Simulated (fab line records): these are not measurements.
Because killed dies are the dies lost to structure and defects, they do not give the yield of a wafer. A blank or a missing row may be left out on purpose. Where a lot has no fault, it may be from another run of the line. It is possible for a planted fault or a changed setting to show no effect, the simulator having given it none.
fab line records | flow nand_harc
record: lots: 14 | wafers: 42 | last_day: 34
route steps=1302 shown A_WL_FILL@952
lots that met no fault: from a run of the same line without faults
start_h: hours from the record's opening day to when the first of the lot's shown wafers began | wait_h: hours since the lot's step before | " the same as in the row above | L1.1+2: a single row standing in for several wafers | - no value, or no start was given | * or withheld: withheld | < > ~ a bound
route shown NAME@n: NAME is a module with steps in the file, n the number in the route of the first one | usual: the fault-free wafers' mean and standard deviation | same: alike in all rows | chamber/n: place in a boat | sites: the reading at each site | _std_site: their standard deviation | _edge_site: the outer-site mean with the inner-site mean subtracted | radius_mm: for every site, how far away it sits from the centre of the wafer | mask NAME#n: copy n | behind: tool/chamber where the wafer was last shaped | hold: what put the lot on hold/how long, in hours/how the hold closed | device: transistor that didn't switch, given as n, p or np | end of line: at the end of the route, the tests of the same wafers | a step without rows: its recipe alone | killed: dies lost to structure and defects at the first sort, not the wafer's yield | map: per-die view of a wafer (x killed, . not killed, _ where there is no die)
set.NAME: the setting that was run; set.NAME@STEP: the one run at that earlier step | model.NAME: the simulator's own value behind a step, which no gauge read
steps of the route over a sample of lots; a table a step, a row a wafer
services: when a tool's chamber went out of use (start_h, in hours from the record's first day, below 0 if earlier), for how many hours, and the reason
== steps ==
step: NHARC_A_WL_FILL_ALD_00
recipe: target_thk_a: 30 | pulse_time_s: 3 | ald_cycles: 30 | temp_c: 300 | material: Al2O3
usual: heater_power_w: 455/40 | precursor_pulse_height_rel: 1.001/0.018
same: pulse_time_s: 3
lot.wafer | tool      | chamber | start_h | wait_h | heater_power_w | precursor_pulse_height_rel | since_wet_clean_h
L749.3    | ald_hk-03 | 0       | 472.17  | 0.1    | 440            | 1.013                      | 71
L749.1    | "         | 2       | "       | "      | 428            | 1.020                      | 71
L749.5    | "         | 1       | "       | "      | 411            | 0.998                      | -
L752.1    | ald_hk-03 | 0       | 482.81  | 1.5    | 450            | 1.020                      | 82
L752.5    | "         | 1       | "       | "      | 409            | 0.997                      | -
L752.6    | "         | 2       | "       | "      | 432            | 0.987                      | -
L751.4    | ald_hk-02 | 3       | 493.73  | 1.6    | 550            | 1.006                      | 135
L751.1    | "         | 1       | "       | "      | 504            | 0.959                      | 135
L751.5    | "         | 2       | "       | "      | 442            | 0.993                      | -
L753.3    | ald_hk-03 | 2       | 522.98  | 1.7    | 440            | 0.998                      | 122
L753.6    | "         | 3       | "       | "      | 497            | 0.981                      | -
L753.5    | "         | 0       | "       | "      | 456            | 0.986                      | -
L756.4    | ald_hk-02 | 0       | 525.04  | 0.1    | 462            | 1.001                      | 166
L756.3    | "         | 1       | "       | "      | 518            | 1.015                      | 166
L756.5    | "         | 1       | "       | "      | 517            | 1.001                      | -
L755.3    | ald_hk-01 | 2       | 525.14  | 0.1    | 423            | 1.000                      | 39
L755.6    | "         | 3       | "       | "      | 402            | 0.997                      | -
L755.5    | "         | 0       | "       | "      | 487            | 0.986                      | -
L757.3    | ald_hk-03 | 1       | 553.55  | 0.1    | 421            | 1.002                      | 152
L757.1    | "         | 2       | "       | "      | 438            | 0.995                      | 152
L757.2    | "         | 3       | "       | "      | 499            | 1.008                      | 153
L760.4    | ald_hk-01 | 0       | 563.93  | 0.1    | 486            | 1.002                      | 78
L760.2    | "         | 1       | "       | "      | 455            | 1.005                      | 78
L760.6    | "         | 0       | "       | "      | 491            | 1.008                      | -
L761.2    | ald_hk-02 | 2       | 596.74  | 0.1    | 452            | 0.980                      | 60
L761.1    | "         | 3       | "       | "      | 533            | 1.014                      | 60
L761.4    | "         | 1       | "       | "      | 479            | 1.051                      | 60
L763.1    | ald_hk-02 | 1       | 611.17  | 0.1    | 486            | 1.001                      | 74
L763.5    | "         | 1       | "       | "      | 488            | 0.999                      | -
L763.6    | "         | 2       | "       | "      | 448            | 1.005                      | -
L766.4    | ald_hk-01 | 0       | 639.88  | 0.1    | 486            | 1.007                      | 154
L766.1    | "         | 2       | "       | "      | 419            | 1.025                      | 154
L766.2    | "         | 3       | "       | "      | 413            | 0.995                      | 154
L768.2    | ald_hk-03 | 1       | 652.96  | 0.1    | 413            | 1.005                      | 74
L768.3    | "         | 2       | "       | "      | 412            | 0.955                      | 74
L768.5    | "         | 0       | "       | "      | 421            | 1.014                      | -
L771.1    | ald_hk-03 | 1       | 692.42  | 0.1    | 427            | 0.982                      | 113
L771.2    | "         | 2       | "       | "      | 424            | 1.013                      | 113
L771.5    | "         | 0       | "       | "      | 420            | 0.983                      | -
L772.2    | ald_hk-01 | 1       | 704.37  | 0.1    | 479            | 1.004                      | 40
L772.4    | "         | 2       | "       | "      | 403            | 1.010                      | 40
L772.6    | "         | 3       | "       | "      | 410            | 1.002                      | -
step: NHARC_A_WL_FILL_CVD_03
recipe: target_thk_a: 400 | temp_c: 300 | pressure_torr: 40 | wf6_flow_sccm: 40 | h2_flow_sccm: 1600 | ar_flow_sccm: 1560 | time_s: 279 | material: W
usual: chamber_pressure_Torr: 39.99/0.085 | heater_power_w: 535/37 | mfc_ar_sccm: 1560/4.7 | throttle_valve_pct: 8.0/0.36
lot.wafer | tool     | chamber | start_h | wait_h | chamber_pressure_Torr | heater_power_w | mfc_ar_sccm | since_wet_clean_h | throttle_valve_pct
L749.1    | cvd_w-02 | 1       | 473.08  | 0.1    | 39.95                 | 536            | 1559        | 10                | 8.0
L749.3    | "        | 1       | "       | "      | 39.94                 | 548            | 1563        | -                 | 7.8
L749.5    | "        | 1       | "       | "      | 39.88                 | 540            | 1558        | -                 | 7.7
L752.1    | cvd_w-02 | 1       | 483.64  | 0.1    | 40.06                 | 545            | 1569        | 21                | 7.8
L752.5    | "        | 1       | "       | "      | 40.08                 | 533            | 1561        | -                 | 7.6
L752.6    | "        | 0       | "       | "      | 39.97                 | 524            | 1560        | -                 | 8.4
L751.1    | cvd_w-02 | 1       | 494.88  | 0.3    | 39.84                 | 543            | 1565        | 32                | 7.7
L751.4    | "        | 1       | "       | "      | 40.05                 | 545            | 1567        | -                 | 8.1
L751.5    | "        | 0       | "       | "      | 40.05                 | 549            | 1557        | -                 | 8.6
L753.3    | cvd_w-02 | 1       | 523.94  | 0.2    | 39.84                 | 547            | 1560        | -                 | 7.7
L753.5    | "        | 1       | "       | "      | 39.84                 | 529            | 1563        | -                 | 8.1
L753.6    | "        | 0       | "       | "      | 40.02                 | 527            | 1560        | -                 | 8.6
L756.4    | cvd_w-01 | 1       | 526.06  | 0.2    | 39.96                 | 582            | 1563        | -                 | 7.9
L756.3    | "        | 0       | "       | "      | 40.06                 | 495            | 1564        | -                 | 7.9
L756.5    | "        | 0       | "       | "      | 40.08                 | 481            | 1562        | -                 | 7.7
L755.3    | cvd_w-02 | 0       | 526.13  | 0.2    | 39.98                 | 544            | 1568        | -                 | 8.5
L755.5    | "        | 1       | "       | "      | 40.11                 | 536            | 1556        | -                 | 8.1
L755.6    | "        | 0       | "       | "      | 40.03                 | 540            | 1563        | -                 | 8.5
L757.2    | cvd_w-02 | 0       | 554.43  | 0.1    | 39.95                 | 528            | 1558        | 91                | 8.6
L757.1    | "        | 1       | "       | "      | 39.98                 | 536            | 1557        | 92                | 8.0
L757.3    | "        | 1       | "       | "      | 39.87                 | 551            | 1559        | -                 | 7.9
L760.2    | cvd_w-02 | 0       | 564.82  | 0.1    | 39.88                 | 532            | 1561        | 102               | 8.5
L760.4    | "        | 0       | "       | "      | 40.04                 | 529            | 1561        | -                 | 8.8
L760.6    | "        | 0       | "       | "      | 40.00                 | 532            | 1559        | -                 | 8.6
L761.1    | cvd_w-02 | 0       | 597.66  | 0.1    | 40.11                 | 534            | 1563        | 135               | 8.6
L761.2    | "        | 1       | "       | "      | 39.96                 | 553            | 1556        | 135               | 8.1
L761.4    | "        | 0       | "       | "      | 40.04                 | 537            | 1567        | -                 | 8.5
L763.1    | cvd_w-01 | 0       | 612.17  | 0.1    | 40.11                 | 493            | 1555        | 52                | 7.7
L763.5    | "        | 0       | "       | "      | 40.15                 | 480            | 1555        | -                 | 7.5
L763.6    | "        | 1       | "       | "      | 39.97                 | 571            | 1557        | -                 | 8.2
L766.1    | cvd_w-01 | 1       | 640.80  | 0.1    | 39.99                 | 573            | 1570        | 81                | 8.2
L766.2    | "        | 0       | "       | "      | 40.02                 | 483            | 1564        | 81                | 7.6
L766.4    | "        | 0       | "       | "      | 39.90                 | 465            | 1560        | -                 | 7.5
L768.2    | cvd_w-02 | 1       | 653.97  | 0.2    | 39.90                 | 554            | 1553        | -                 | 7.7
L768.3    | "        | 1       | "       | "      | 39.77                 | 556            | 1550        | -                 | 7.9
L768.5    | "        | 1       | "       | "      | 39.78                 | 547            | 1556        | -                 | 7.8
L771.1    | cvd_w-01 | 1       | 693.28  | 0.1    | 39.94                 | 585            | 1561        | 133               | 8.0
L771.2    | "        | 0       | "       | "      | 40.11                 | 479            | 1564        | 133               | 7.4
L771.5    | "        | 0       | "       | "      | 40.05                 | 489            | 1565        | -                 | 7.6
L772.2    | cvd_w-01 | 1       | 705.24  | 0.1    | 40.09                 | 607            | 1556        | 145               | 8.3
L772.4    | "        | 0       | "       | "      | 40.09                 | 477            | 1562        | -                 | 7.7
L772.6    | "        | 0       | "       | "      | 40.14                 | 474            | 1555        | -                 | 7.8
step: NHARC_A_WL_FILL_ETCHBACK_17
recipe: target_depth_a: 40 | time_s: 26.7 | chemistry: Cl2/BCl3
usual: drypump_motor_current_A: 5.68/0.25 | oes_product_au: 1.001/0.007 | run_length_s: 48.1/0.33
lot.wafer | tool         | chamber | start_h | wait_h | drypump_motor_current_A | oes_product_au | rf_hours_counter_h | run_length_s
L749.1    | rie_metal-01 | 1       | 483.94  | -      | 5.93                    | 1.002          | 1.3                | 48.0
L749.3    | "            | 0       | "       | "      | 5.69                    | 0.998          | -                  | 48.6
L749.5    | "            | 1       | "       | "      | 5.95                    | 1.002          | -                  | 48.0
L752.1    | rie_metal-03 | 1       | 496.50  | -      | 5.89                    | 0.991          | 2.5                | 48.2
L752.5    | "            | 1       | "       | "      | 5.94                    | 0.999          | -                  | 48.8
L752.6    | "            | 1       | "       | "      | 5.89                    | 0.999          | -                  | 48.5
L751.1    | rie_metal-02 | 0       | 508.26  | -      | 5.75                    | 0.996          | 0.7                | 48.2
L751.4    | "            | 1       | "       | "      | 5.25                    | 1.009          | -                  | 48.0
L751.5    | "            | 1       | "       | "      | 5.24                    | 1.002          | -                  | 48.2
L756.3    | rie_metal-01 | 1       | 537.04  | -      | 5.95                    | 1.002          | -                  | 48.3
L756.4    | "            | 0       | "       | "      | 5.65                    | 0.994          | -                  | 47.9
L756.5    | "            | 1       | "       | "      | 5.97                    | 0.993          | -                  | 47.8
L753.3    | rie_metal-02 | 1       | 538.22  | -      | 5.25                    | 1.002          | -                  | 47.8
L753.6    | "            | 1       | "       | "      | 5.24                    | 1.003          | -                  | 47.9
L753.5    | "            | 0       | "       | "      | 5.73                    | 1.001          | -                  | 48.7
L755.3    | rie_metal-01 | 0       | 539.66  | -      | 5.70                    | 0.993          | -                  | 48.3
L755.6    | "            | 1       | "       | "      | 5.91                    | 0.998          | -                  | 47.7
L755.5    | "            | 0       | "       | "      | 5.69                    | 0.990          | -                  | 48.4
L757.2    | rie_metal-01 | 0       | 565.38  | -      | 5.74                    | 1.000          | 3.0                | 48.1
L757.1    | "            | 1       | "       | "      | 5.96                    | 1.002          | 3.0                | 48.1
L757.3    | "            | 1       | "       | "      | 5.91                    | 0.990          | -                  | 48.3
L760.2    | rie_metal-03 | 1       | 575.37  | -      | 5.91                    | 1.001          | -                  | 48.2
L760.4    | "            | 1       | "       | "      | 5.90                    | 0.988          | -                  | 48.7
L760.6    | "            | 1       | "       | "      | 5.92                    | 1.004          | -                  | 48.3
L761.2    | rie_metal-02 | 0       | 609.73  | -      | 5.77                    | 1.002          | 2.3                | 48.5
L761.1    | "            | 1       | "       | "      | 5.25                    | 1.015          | 2.3                | 47.8
L761.4    | "            | 1       | "       | "      | 5.25                    | 1.007          | -                  | 48.1
L763.1    | rie_metal-03 | 1       | 624.19  | -      | 5.92                    | 0.997          | 2.7                | 48.3
L763.5    | "            | 0       | "       | "      | 5.49                    | 1.008          | -                  | 47.8
L763.6    | "            | 1       | "       | "      | 5.90                    | 1.001          | -                  | 48.7
L766.2    | rie_metal-03 | 0       | 651.31  | -      | 5.51                    | 1.011          | 1.2                | 34.4
L766.1    | "            | 1       | "       | "      | 5.92                    | 1.005          | 3.1                | 48.8
L766.4    | "            | 0       | "       | "      | 5.45                    | 1.010          | -                  | 47.4
L768.2    | rie_metal-03 | 0       | 664.90  | -      | 5.48                    | 1.007          | 1.3                | 34.2
L768.3    | "            | 0       | "       | "      | 5.47                    | 1.001          | -                  | 47.7
L768.5    | "            | 1       | "       | "      | 5.91                    | 0.997          | -                  | 35.0
L771.2    | rie_metal-01 | 1       | 703.76  | -      | 5.93                    | 1.009          | 2.0                | 47.7
L771.1    | "            | 0       | "       | "      | 5.67                    | 1.005          | 2.0                | 47.9
L771.5    | "            | 0       | "       | "      | 5.69                    | 1.001          | -                  | 48.5
L772.2    | rie_metal-02 | 1       | 720.76  | -      | 5.23                    | 1.015          | 1.6                | 48.2
L772.4    | "            | 0       | "       | "      | 5.74                    | 1.007          | -                  | 48.2
L772.6    | "            | 1       | "       | "      | 5.23                    | 1.015          | -                  | 48.0
step: NHARC_A_WL_FILL_ALD_19
recipe: target_thk_a: 20 | pulse_time_s: 3 | ald_cycles: 100 | temp_c: 450 | material: TiN
usual: heater_power_w: 1058/110 | precursor_pulse_height_rel: 0.999/0.02
same: pulse_time_s: 3
lot.wafer | tool         | chamber | start_h | wait_h | heater_power_w | precursor_pulse_height_rel | since_wet_clean_h
L749.1    | ald_metal-01 | 2       | 489.64  | 0.1    | 1016           | 1.020                      | 132
L749.3    | "            | 1       | "       | "      | 999            | 0.994                      | 132
L749.5    | "            | 3       | "       | "      | 1091           | 0.955                      | -
L752.1    | ald_metal-01 | 2       | 502.32  | 0.1    | 1016           | 0.992                      | 144
L752.6    | "            | 2       | "       | "      | 1035           | 0.989                      | -
L752.5    | "            | 3       | "       | "      | 1127           | 1.001                      | -
L751.1    | ald_metal-01 | 2       | 513.74  | 0.1    | 1041           | 0.990                      | 156
L751.4    | "            | 0       | "       | "      | 1036           | 0.996                      | 156
L751.5    | "            | 3       | "       | "      | 1089           | 1.014                      | -
L756.4    | ald_metal-01 | 1       | 542.51  | 0.1    | 955            | 0.973                      | 7
L756.3    | "            | 3       | "       | "      | 1090           | 1.001                      | 7
L756.5    | "            | 0       | "       | "      | 933            | 0.999                      | -
L753.3    | ald_metal-03 | 3       | 542.54  | 0.1    | 1359           | 0.998                      | 133
L753.6    | "            | 2       | "       | "      | 967            | 0.963                      | -
L753.5    | "            | 3       | "       | "      | 1285           | 1.023                      | -
L755.3    | ald_metal-01 | 1       | 545.15  | 0.1    | 952            | 1.001                      | 9
L755.5    | "            | 3       | "       | "      | 1109           | 0.975                      | -
L755.6    | "            | 0       | "       | "      | 922            | 1.005                      | -
L757.1    | ald_metal-01 | 2       | 570.88  | 0.1    | 1045           | 0.966                      | 35
L757.2    | "            | 0       | "       | "      | 956            | 0.998                      | 35
L757.3    | "            | 1       | "       | "      | 936            | 0.990                      | 35
L760.4    | ald_metal-02 | 2       | 580.82  | 0.1    | 967            | 0.998                      | 139
L760.2    | "            | 0       | "       | "      | 1040           | 1.013                      | 139
L760.6    | "            | 1       | "       | "      | 1172           | 0.988                      | -
L761.2    | ald_metal-01 | 3       | 615.24  | 0.1    | 1128           | 1.023                      | 79
L761.1    | "            | 0       | "       | "      | 933            | 0.979                      | 79
L761.4    | "            | 1       | "       | "      | 950            | 0.981                      | 79
L763.1    | ald_metal-02 | 1       | 629.73  | 0.2    | 1168           | 0.998                      | 10
L763.6    | "            | 2       | "       | "      | 1022           | 1.000                      | -
L763.5    | "            | 3       | "       | "      | 953            | 0.992                      | -
L766.2    | ald_metal-02 | 1       | 656.81  | 0.1    | 1159           | 0.995                      | 37
L766.4    | "            | 2       | "       | "      | 1000           | 1.012                      | 37
L766.1    | "            | 3       | "       | "      | 968            | 1.044                      | 37
L768.2    | ald_metal-03 | 2       | 670.39  | 0.1    | 1011           | 0.983                      | 83
L768.3    | "            | 0       | "       | "      | 1026           | 0.991                      | 83
L768.5    | "            | 2       | "       | "      | 1013           | 0.997                      | -
L771.2    | ald_metal-02 | 1       | 709.29  | 0.1    | 1157           | 0.978                      | 89
L771.1    | "            | 3       | "       | "      | 979            | 1.027                      | 89
L771.5    | "            | 1       | "       | "      | 1159           | 0.984                      | -
L772.2    | ald_metal-01 | 3       | 726.30  | 0.2    | 1077           | 1.007                      | 12
L772.4    | "            | 2       | "       | "      | 1117           | 0.994                      | -
L772.6    | "            | 3       | "       | "      | 1106           | 1.002                      | -
== services ==
tool         | chamber | start_h | hours | kind
cvd_w-02     | -       | 450.00  | 13.0  | pm
ald_metal-02 | -       | 450.02  | 1.0   | repair
rie_metal-02 | -       | 454.00  | 9.0   | pm
rie_metal-03 | 1       | 471.03  | 1.6   | repair
ald_hk-01    | -       | 476.25  | 10.0  | pm
rie_metal-03 | 0       | 485.44  | 72.6  | repair
rie_metal-03 | -       | 519.00  | 9.0   | pm
ald_metal-01 | -       | 526.00  | 10.0  | pm
ald_hk-02    | -       | 527.23  | 10.0  | pm
cvd_w-01     | -       | 547.33  | 13.0  | pm
ald_metal-01 | -       | 569.07  | 1.4   | repair
ald_hk-03    | -       | 569.12  | 10.0  | pm
rie_metal-03 | 0       | 569.95  | 16.0  | repair
rie_metal-01 | -       | 575.00  | 9.0   | pm
ald_metal-01 | 3       | 575.61  | 8.0   | repair
ald_metal-01 | -       | 609.97  | 0.4   | repair
cvd_w-01     | -       | 621.51  | 8.1   | repair
cvd_w-02     | -       | 631.00  | 13.0  | pm
rie_metal-03 | 0       | 644.16  | 3.7   | repair
cvd_w-02     | 0       | 653.13  | 3.5   | repair
rie_metal-01 | 1       | 662.53  | 2.4   | repair
rie_metal-03 | -       | 696.00  | 9.0   | pm
ald_metal-01 | -       | 704.00  | 10.0  | pm
cvd_w-01     | 0       | 714.52  | 3.6   | repair
== key ==
first_sign: step: NHARC_A_WL_FILL_ETCHBACK_17 | reading: run_length_s | direction: down | sigmas: 41 | usual: * | struck: *
effect none on later readings
met_at NHARC_A_WL_FILL_ETCHBACK_17
struck_lots L766,L768
struck_wafers L766.2,L768.2,L768.5
later_rows_left_out L766.2,L768.2,L768.5
sort_left_out L766.2,L768.2,L768.5
tester_left_out L766,L768
not_acting_at NHARC_A_WL_FILL_ALD_00,NHARC_A_WL_FILL_CVD_03,NHARC_A_WL_FILL_ALD_19
onset_between 624.19 651.31
fault: kind: process_parameter_drift | tool: rie_metal-03 | chamber: - | onset_h: 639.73 | steps: NHARC_A_WL_FILL_ETCHBACK_17 | channel: time_s | offset: * | shape: step | end_h: 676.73 | scope: struck_wafers_only | acts_in: * | stated: *
tester_left_out: of these lots the tester's yield and bins aren't shown, on N5 and GAA mostly nor the transistor test; their killed dies are dies lost to structure and defects alone, not to doping, threshold or leakage, so they don't give the yield
sort_left_out: the simulated sort isn't trusted on such a fault, so these wafers' sort isn't shown, and their yield isn't known
later_rows_left_out: the simulator's readings of these wafers behind a module that went badly wrong aren't trusted and aren't shown, but for the sort
